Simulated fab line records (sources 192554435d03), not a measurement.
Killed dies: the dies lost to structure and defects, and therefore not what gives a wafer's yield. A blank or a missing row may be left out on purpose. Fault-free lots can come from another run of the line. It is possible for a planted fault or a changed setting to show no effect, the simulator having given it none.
A struck lot beside a sound one ; flow n5 finfet ; 37 out of 1938 route steps
Sound: the wafers L818.4, L818.5, L818.6. The struck wafers were L803.1, L803.3, L803.6. At the end, the cause is stated.
Each step with rows lists, per side, the tool, then ch with its chambers, then its first start. Under that, the readings that differ: sound wafers ; struck wafers ; difference of the means ; sigmas: that difference in standard deviations of wafers without a fault.
alike: words and numbers the same on both sides, and readings whose means are apart by under 2 such deviations; not compared: readings that were withheld, readings missing a value for some wafer, numbers with overlapping values and no deviation given by the record, and bounds like >300 which may hide the same value.
The two part at a step that has a row with sigmas, a row that says differs or no value, or rows on one side only. When numbers do not overlap yet have no deviation, they are printed without sigmas and do not part them. A reading that every wafer of one side lacks parts them only if that side has two wafers or more.

first, 9 steps without rows for these wafers: N5_PMOS_HMC_CHANNEL_EPI_PRECLEAN_40 (cleans in DHF, time 30 s); N5_PMOS_HMC_CHANNEL_EPI_PRECLEAN_37 (cleans in O3/DIW, time 45 s); N5_PMOS_HMC_CHANNEL_EPI_PRECLEAN_24 (cleans in DHF, time 30 s); N5_PMOS_HMC_CHANNEL_EPI_SRD_25 (time 30 s); N5_PMOS_HMC_CHANNEL_EPI_EPI_26 (deposits Si from SiH4/H2, target thk 3.8 nm, time 22.7 s); N5_FIN_SAQP_PRECLEAN_42 (cleans in O3/DIW, time 60 s); N5_FIN_SAQP_PRECLEAN_00 (cleans in SC1, time 60 s); N5_FIN_SAQP_PRECLEAN_44 (cleans in SC2, time 45 s); N5_FIN_SAQP_SRD_01 (time 30 s).
N5_FIN_SAQP_ALD_61: deposits SiO2, target thk 4 nm, pulse time 1 s, purge time 2 s.
  sound on ald sin-01 ch 0,2,3, day 7 08:32; struck on ald sin-01 ch 0,3, day 3 21:07
reading;sound;struck;difference;sigmas
ald cycles;43 43 43;39 39 39;-4;
model.SiO2_of_FIN_SAQP_ALD_61.thk nm (nm);3.995 4.02 4.026;3.562 3.658 3.567;-0.418;
  alike: chamber pressure Torr, heater power w, precursor pulse height rel
then, 24 steps without rows for these wafers: N5_FIN_SAQP_DENSIFY_62 (time 60 s); N5_FIN_SAQP_HM_DEP_03 (deposits SiNx from SiH4/NH3/N2, target thk 38 nm, time 33.6 s); N5_FIN_SAQP_PECVD_47 (deposits a-Si from SiH4/He, target thk 45 nm, time 36.3 s); N5_FIN_SAQP_PECVD_48 (deposits SiNx from SiH4/NH3/N2, target thk 25 nm, time 22.1 s); N5_FIN_SAQP_PECVD_06 (deposits a-Si from SiH4/He, target thk 60 nm, time 48.1 s); N5_FIN_SAQP_HM_DEP_72 (deposits SiO2 from SiH4/N2O, target thk 12 nm, time 7.2 s); N5_FIN_SAQP_COAT_49 (time 60 s, resist thk 100 nm); N5_FIN_SAQP_COAT_50 (time 60 s, resist thk 35 nm); N5_FIN_SAQP_COAT_10 (resist thk 90 nm); N5_FIN_SAQP_EBR_12; N5_FIN_SAQP_SOFTBAKE_11 (time 60 s); N5_FIN_SAQP_EXPOSE_13 (exposes mask FIN CORE, target cd 35.6 nm); N5_FIN_SAQP_PEB_14 (peb time 60 s); N5_FIN_SAQP_DEVELOP_15 (develop time 30 s); N5_FIN_SAQP_DESCUM_21 (chemistry O2, time 7.9 s); N5_FIN_SAQP_ETCH_51 (etches SiARC in CF4, target depth 45.5 nm, time 75.8 s); N5_FIN_SAQP_ETCH_52 (etches SOC in N2/H2, target depth 100 nm, overetch 20 nm, time 150 s); N5_FIN_SAQP_STRIP_53 (strips in N2/H2); N5_FIN_SAQP_HM_OPEN_73 (chemistry CHF3/O2, target SiO2, stops on a-Si, target depth 12 nm, time 16.8 s); N5_FIN_SAQP_STRIP_74 (strips in CHF3/O2); N5_FIN_SAQP_MANDREL_ETCH_22 (etches a-Si in HBr/Cl2, stops on SiNx, target depth 60 nm, bt time 10 s, time 30 s); N5_FIN_SAQP_STRIP_55 (strips in N2/H2); N5_FIN_SAQP_STRIP_23 (strips in SPM, time 750 s); N5_FIN_SAQP_SRD_66 (time 30 s).
N5_FIN_CUT_CUT_ETCH_27: etches SiO2 in CHF3/O2, target depth 4 nm, overetch 2 nm, time 4.9 s.
  sound on rie diel-02 ch 0,1,3, day 7 18:16; struck on rie diel-04 ch 0,2, day 4 05:58
reading;sound;struck;difference;sigmas
CHF3_flow_sccm (sccm);50.08 50.27 50.05;49.79 50.07 49.57;-0.32;-2
model.etch.depth nm (nm);3.995 4.02 4.026;3.562 3.658 3.567;-0.418;
  alike: drypump motor current A, oes_o_777_au, oes product au, rf vpp V, showerhead plenum p Torr, throttle valve pct
  not compared: rf hours counter h
N5_STI_FIN_REVEAL_STRIP_16: strips SiNx in H3PO4, target depth 23.8 nm.
  sound on wet bench-03 ch 1,5,7, day 8 03:08; struck on wet bench-03 ch 0,6,7, day 4 14:50
reading;sound;struck;difference;sigmas
model.SiO2_of_FIN_SAQP_ALD_61.thk nm (nm);3.8 3.8 3.8;3.4 3.4 3.4;-0.4;
  alike: bath guard temp C
-- record jumps: 6 days separate the struck wafers' starts on either side; left off in module STI_FIN_REVEAL, taken up again in module BEOL_M4, whose first shown step is the route's number 1111 --
N5_BEOL_M4_RC_MEAS_101:
  sound on prober-01 ch 0, day 14 15:46; struck on prober-01 ch 0, day 10 10:50
  alike: DIBL_N, DIBL_P, IOFF_N, IOFF_P, ION_N, ION_P, SS_N, SS_P, VT_N, VT_P

## WHERE THEY PART
Within this record, at N5_FIN_CUT_CUT_ETCH_27 only. Later steps at which nothing parts them and some readings are alike: N5_STI_FIN_REVEAL_STRIP_16, N5_BEOL_M4_RC_MEAS_101.

WHY: what had been put in by the simulator
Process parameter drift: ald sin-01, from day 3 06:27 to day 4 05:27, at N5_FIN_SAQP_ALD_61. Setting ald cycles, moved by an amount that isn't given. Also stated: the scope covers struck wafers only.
